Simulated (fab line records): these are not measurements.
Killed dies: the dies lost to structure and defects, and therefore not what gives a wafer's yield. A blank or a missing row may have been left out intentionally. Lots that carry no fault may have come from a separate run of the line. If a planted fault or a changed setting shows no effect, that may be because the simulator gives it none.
Which tool did it?	flow nand-harc	13 lots, 39 wafers sampled, at 5 steps of a route of 1159

## WHAT THE GAUGES READ, wafer by wafer
NHARC_THIN_TSV_THK_MEAS_02: measures by ir.
lot	measured	on	thk-nm (nm)
L572	day 18 22:08	film-metro-01	3127 3045 2925
L570	day 20 01:22	film-metro-02	3232 3091 2894
L574	day 19 14:56	film-metro-01	2953 2702 3166
L575	day 19 16:11	film-metro-01	3067 2465 2867
L576	day 19 06:44	film-metro-02	3157 3217 3210
L578	day 20 14:17	film-metro-01	3079 3163 3077
L577	day 20 13:05	film-metro-02	3173 2680 3269
L585	day 22 15:02	film-metro-01	3304 2675 2849
L586	day 22 23:04	film-metro-02	2618 2728 2685
L587	day 23 04:22	film-metro-01	3130 3432 3364
L589	day 23 08:47	film-metro-01	3091 2990 2967
L590	day 23 00:15	film-metro-02	2951 3085 3219
L591	day 23 16:55	film-metro-02	2925 2860 2749

NHARC_END_SORT_01.
lot	measured	on	killed-at-array	killed-at-other	killed-at-periphery	killed-dies	killed-open	killed-short
L585	day 23 07:30	prober-01	24 92 19	1 1 0	0 2 3	25 95 22	2 3 3	3 3 1
L586	day 23 15:52	prober-02	12 78 10	0 0 3	5 4 0	17 82 13	2 6 1	2 3 1

## EACH LOT AND THE TOOL THAT RAN IT (in order: tool; ch and the chambers of the sampled wafers; start)
lot	NHARC_A_STAIRCASE_STRIP_296	NHARC_THIN_TSV_DESCUM_35	NHARC_THIN_TSV_STRIP_56
L572	wet-bench-06 ch 2,4,5, day 12 05:53	rie-diel-04 ch 1,2,3, day 19 05:17	plasma-asher-01 ch 0,1, day 19 05:50
L570	wet-bench-01 ch 1,5,7, day 12 09:10	rie-diel-12 ch 2,3, day 20 08:30	plasma-asher-02 ch 0, day 20 09:01
L574	wet-bench-03 ch 2,3,4, day 12 15:03	rie-diel-09 ch 1,2,3, day 19 21:59	plasma-asher-02 ch 0,1, day 19 23:31
L575	wet-bench-01 ch 0,3,4, day 12 16:53	rie-diel-04 ch 0,1,2, day 19 23:10	plasma-asher-02 ch 0,1, day 20 00:10
L576	wet-bench-06 ch 5,6,7, day 12 20:03	rie-diel-12 ch 0,1,2, day 19 14:05	plasma-asher-02 ch 0,1, day 19 14:41
L578	wet-bench-01 ch 2,4,5, day 13 05:34	rie-diel-12 ch 0,1,2, day 20 21:20	plasma-asher-02 ch 0, day 20 21:55
L577	wet-bench-01 ch 0,1,5, day 13 06:27	rie-diel-04 ch 0,1, day 20 20:13	plasma-asher-02 ch 0,1, day 20 20:46
L585	wet-bench-06 ch 0,2,3, day 15 11:48	rie-diel-04 ch 0,1,2, day 22 22:11	plasma-asher-02 ch 0,1, day 22 22:39
L586	wet-bench-06 ch 0,2,7, day 15 13:01	rie-diel-09 ch 0,3, day 23 06:11	plasma-asher-02 ch 0,1, day 23 06:59
L587	wet-bench-01 ch 5,6,7, day 16 02:05	rie-diel-09 ch 1,2,3, day 23 11:42	plasma-asher-01 ch 0,1, day 23 12:12
L589	wet-bench-03 ch 0,4,6, day 16 07:16	rie-diel-04 ch 2,3, day 23 15:56	plasma-asher-01 ch 0,1, day 23 16:53
L590	wet-bench-01 ch 1,2,7, day 16 09:05	rie-diel-12 ch 0,2,3, day 23 07:32	plasma-asher-02 ch 0,1, day 23 08:20
L591	wet-bench-01 ch 0,6,7, day 17 02:58	rie-diel-12 ch 0,2,3, day 23 23:56	plasma-asher-01 ch 0,1, day 24 00:25
- NHARC_A_STAIRCASE_STRIP_296: strips in SPM, time 900 s.
- NHARC_THIN_TSV_DESCUM_35: chemistry O2, time 3 s.
- NHARC_THIN_TSV_STRIP_56: strips in O2.

## WHAT THE TOOLS THEMSELVES READ (means of the sampled wafers that have a number; where no wafer has one, the mark that the record gives instead)
NHARC_A_STAIRCASE_STRIP_296.
lot	tool	bath-heat-duty-pct (%)
L572	wet-bench-06	15.2
L570	wet-bench-01	13.8
L574	wet-bench-03	15.3
L575	wet-bench-01	15.6
L576	wet-bench-06	15.2
L578	wet-bench-01	14.7
L577	wet-bench-01	13.9
L585	wet-bench-06	15.7
L586	wet-bench-06	15.8
L587	wet-bench-01	13.6
L589	wet-bench-03	14.2
L590	wet-bench-01	13.8
L591	wet-bench-01	13.5

NHARC_THIN_TSV_DESCUM_35.
lot	tool	drypump-motor-current-A (A)	oes-product-au (a.u.)	rf-vpp-V (V)	showerhead-plenum-p-Torr (Torr)	throttle-valve-pct (%)
L572	rie-diel-04	5.7	0.998	56.8	1.81	11.314
L570	rie-diel-12	5.2	0.991	57.4	1.82	11.316
L574	rie-diel-09	5.9	1.002	58.0	1.88	11.313
L575	rie-diel-04	5.6	0.992	58.7	1.89	11.312
L576	rie-diel-12	5.5	0.996	58.1	1.83	11.312
L578	rie-diel-12	5.5	0.996	57.4	1.83	11.309
L577	rie-diel-04	5.6	0.999	58.4	1.97	11.313
L585	rie-diel-04	5.6	1.000	57.8	1.89	11.319
L586	rie-diel-09	5.9	0.991	57.5	1.84	11.318
L587	rie-diel-09	5.9	0.999	56.7	1.88	11.309
L589	rie-diel-04	6.2	1.009	57.0	1.78	11.308
L590	rie-diel-12	5.2	0.992	57.1	1.84	11.306
L591	rie-diel-12	5.3	0.999	57.6	1.84	11.319

NHARC_THIN_TSV_STRIP_56.
lot	tool	drypump-motor-current-A (A)	heater-power-w (W)
L572	plasma-asher-01	5.6	343
L570	plasma-asher-02	6.0	420
L574	plasma-asher-02	5.8	390
L575	plasma-asher-02	5.5	356
L576	plasma-asher-02	5.6	365
L578	plasma-asher-02	6.0	421
L577	plasma-asher-02	5.5	359
L585	plasma-asher-02	5.8	395
L586	plasma-asher-02	5.8	393
L587	plasma-asher-01	5.6	325
L589	plasma-asher-01	5.8	316
L590	plasma-asher-02	5.5	360
L591	plasma-asher-01	5.8	332

## THE ANSWER, worked out from the rows above alone
Rule: what is usual is taken from the lots themselves. The widest of any qualifying gaps counts: lots, ordered by their means at a reading, are off when they make up no more than a third of the lots, leave a main group of 4 or more, and stand apart from it by 3 or more times the standard deviation of that group's means. A main group whose means are all the same, to the digits that the tables above print for the reading, isn't used. A lot without any number at a reading at which 4 lots or more have one is off too. Where the step has rows for the other lots, those lots are counted as sound. Order of review: gauges by route order, followed by the tools' own readings, for which a lot's mean as printed above is used. The first step at which some lot is off is used, and at that step the reading that is off furthest; a lot without a number counts as furthest.
None of the lots is off at any reading shown; this tells nothing.

## WHAT THE SIMULATOR HAD PUT IN
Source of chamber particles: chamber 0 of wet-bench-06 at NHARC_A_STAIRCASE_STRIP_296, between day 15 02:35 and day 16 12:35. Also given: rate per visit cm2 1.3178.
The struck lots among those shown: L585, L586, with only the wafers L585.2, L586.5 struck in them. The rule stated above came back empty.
